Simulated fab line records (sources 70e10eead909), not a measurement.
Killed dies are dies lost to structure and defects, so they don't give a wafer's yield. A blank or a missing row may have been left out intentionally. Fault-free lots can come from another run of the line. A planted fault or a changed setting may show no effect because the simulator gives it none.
Which tool was responsible? :: flow nand harc :: 21 wafers sampled from 7 lots at 1 step of a route of 1302

WHAT EACH GAUGE READ, for each wafer
NHARC_A_ONON_D1_THK_MEAS_14: measures by ellipsometry.
lot: L898
measured: day 8 04:32
on: film metro-02
thk nm (nm): 1004 1004 1004

lot: L909
measured: day 12 15:41
on: film metro-02
thk nm (nm): 1000 998 999

lot: L912
measured: day 14 08:03
on: film metro-02
thk nm (nm): 1006 1007 1007

lot: L914
measured: day 14 22:18
on: film metro-02
thk nm (nm): 1008 1009 1007

lot: L916
measured: day 15 19:04
on: film metro-02
thk nm (nm): 994 991 994

lot: L918
measured: day 16 12:05
on: film metro-02
thk nm (nm): 1010 1010 1011

lot: L920
measured: day 17 09:44
on: film metro-01
thk nm (nm): 999 997 999

WHAT TOOL EACH LOT RAN ON (gives the tool, then ch and the chambers of the sampled wafers, and finally the start)
The record holds no process step before these readings.

THE ANSWER, worked out from the rows above alone
Rule: what is usual is taken from the lots themselves. Put in order of their means at a reading, lots are off if they are a third of the lots or fewer, leave a main group of 4 or more, and stand apart from it by a gap of 3 or more times the standard deviation of the main group's means; of several such gaps the widest counts. The tables above print the reading to a certain number of digits; a main group whose means all agree to those digits is not used. A lot without any number at a reading at which 4 lots or more have one is off too. The other lots that the step has rows for count as sound.
Nothing can be told from this: no lot is off at any reading shown.

WHAT WAS PUT IN BY THE SIMULATOR
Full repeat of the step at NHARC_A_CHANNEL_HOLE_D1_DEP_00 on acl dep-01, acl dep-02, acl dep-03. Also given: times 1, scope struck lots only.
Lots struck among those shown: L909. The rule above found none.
